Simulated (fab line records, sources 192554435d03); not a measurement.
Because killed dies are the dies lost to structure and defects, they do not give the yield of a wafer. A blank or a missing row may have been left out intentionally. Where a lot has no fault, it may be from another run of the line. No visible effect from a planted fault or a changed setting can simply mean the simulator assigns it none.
Matching of chambers | flow n5-finfet | 4 sister chambers for N5_HKMG_FIN_ALD_71 on ald-metal-02
The step deposits TiN, target thk 1 nm, pulse time 1 s, purge time 3 s. 4 wafers are shown with their chamber, then 12 later ones without.

== WAFERS PAIRED WITH THEIR CHAMBERS ==
wafer  | chamber | heater-power-w (W)
L086.5 | 1       | 824
L086.6 | 2       | 861
L091.1 | 0       | 716
L091.5 | 3       | 871

== WAFERS WITH NO CHAMBER GIVEN ==
wafer  | heater-power-w (W)
L094.2 | 738
L094.4 | 872
L094.5 | 871
L095.1 | 831
L095.2 | 862
L095.3 | 723
L095.4 | 884
L095.5 | 840
L095.6 | 876
L097.2 | 860
L097.3 | 841
L097.5 | 745

== WHICH CHAMBER EACH WENT THROUGH ==
wafer  | from the rows above          | in truth
L094.2 | 0                            | 0
L094.4 | can't be placed: 3 or 2      | 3
L094.5 | can't be placed: 3 or 2      | 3
L095.1 | can't be placed: 1 or 2      | 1
L095.2 | can't be placed: 2 or 3      | 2
L095.3 | 0                            | 0
L095.4 | can't be placed: 3 or 2      | 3
L095.5 | can't be placed: 1 or 2 or 3 | 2
L095.6 | can't be placed: 3 or 2      | 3
L097.2 | can't be placed: 2 or 3      | 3
L097.3 | can't be placed: 1 or 2 or 3 | 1
L097.5 | 0                            | 0
3 of 12 placed correctly. From these rows, 9 cannot be placed; in 9 the true chamber is one of the candidates. 0 placed wrongly.
How it was worked out, from the rows above alone: a wafer's distance from a chamber is the root of the sum, over the readings, of the square of ((its reading less the chamber's mean) divided by the reading's scatter). The wafer belongs to the nearest chamber; if the next one is less than 2 further off, it can't be placed. A chamber's mean is the mean of its shown wafers. The scatter (one wafer shown for each chamber): square how far every hidden wafer sits from the nearest shown wafer, average those squares and take the square root.
